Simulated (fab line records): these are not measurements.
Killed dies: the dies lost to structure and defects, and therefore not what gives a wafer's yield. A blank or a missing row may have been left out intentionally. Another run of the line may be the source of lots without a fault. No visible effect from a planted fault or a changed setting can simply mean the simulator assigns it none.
Comparing a struck lot with a sound one :: flow nand_harc :: 14 steps out of a route of 1302
Sound: the wafers L416.2, L416.3, L416.4. Wafers L415.1, L415.4, L415.5 were the ones struck. The cause is named last.
Per side, at each step with rows, come the tool, then ch with its chambers, and then its first start. Under that, the readings that differ: sound wafers :: struck wafers :: difference of the means :: sigmas: that difference in standard deviations of wafers without a fault.
alike: words and numbers the same on both sides, and readings whose means are apart by under 2 such deviations; not compared: readings that were withheld, readings missing a value for some wafer, numbers with overlapping values and no deviation given by the record, and bounds like >300 which may hide the same value.
A row with sigmas, a row that says differs or no value, or rows on one side alone: a step with any of these is where the two part. Numbers that have no deviation but don't overlap get no sigmas and don't part them. A reading that every wafer of one side lacks parts them only if that side has two wafers or more.

first, 8 steps without rows for these wafers: NHARC_P_ZERO_WELL_DEHYDRATE_16 (time 120 s); NHARC_P_ZERO_WELL_HMDS_17 (time 30 s); NHARC_P_ZERO_WELL_COAT_18; NHARC_P_ZERO_WELL_SOFTBAKE_19 (time 95 s); NHARC_P_ZERO_WELL_EBR_20; NHARC_P_ZERO_WELL_EXPOSE_21 (exposes mask P NWELL, target cd 720 nm); NHARC_P_ZERO_WELL_PEB_22 (peb time 85 s); NHARC_P_ZERO_WELL_DEVELOP_23 (time 70 s).
NHARC_P_ZERO_WELL_CD_MEAS_24: target cd 720 nm.
  sound on cd_sem-03 ch 0, day 11 02:28; struck on cd_sem-02 ch 0, day 10 16:27
  alike: cd_nm
then, 1 step without rows for these wafers: NHARC_P_ZERO_WELL_HARDBAKE_25 (time 80 s).
NHARC_P_ZERO_WELL_DESCUM_26: chemistry O2, time 3 s.
  sound on rie_diel-05 ch 1,2, day 11 02:38; struck on rie_diel-03 ch 1, day 10 16:38
  alike: drypump_motor_current_A, oes_product_au, rf_vpp_V, showerhead_plenum_p_Torr, throttle_valve_pct
  not compared: rf_hours_counter_h
next, for these wafers, 1 step has no rows: NHARC_P_ZERO_WELL_IMPLANT_27.
NHARC_P_ZERO_WELL_IMPLANT_57:
  sound on implanter-02 ch 0, day 11 03:01; struck on implanter-02, day 10 17:01
  no value came back on the struck wafers for beam_energy_keV, beam_on_s (s); on the sound wafers beam_energy_keV reads 250.13 249.99 249.91
next, for these wafers, 1 step has no rows: NHARC_P_ZERO_WELL_IMPLANT_58.

== WHERE THEY PART ==
Within this record, at NHARC_P_ZERO_WELL_IMPLANT_57 only.

WHY: what had been put in by the simulator
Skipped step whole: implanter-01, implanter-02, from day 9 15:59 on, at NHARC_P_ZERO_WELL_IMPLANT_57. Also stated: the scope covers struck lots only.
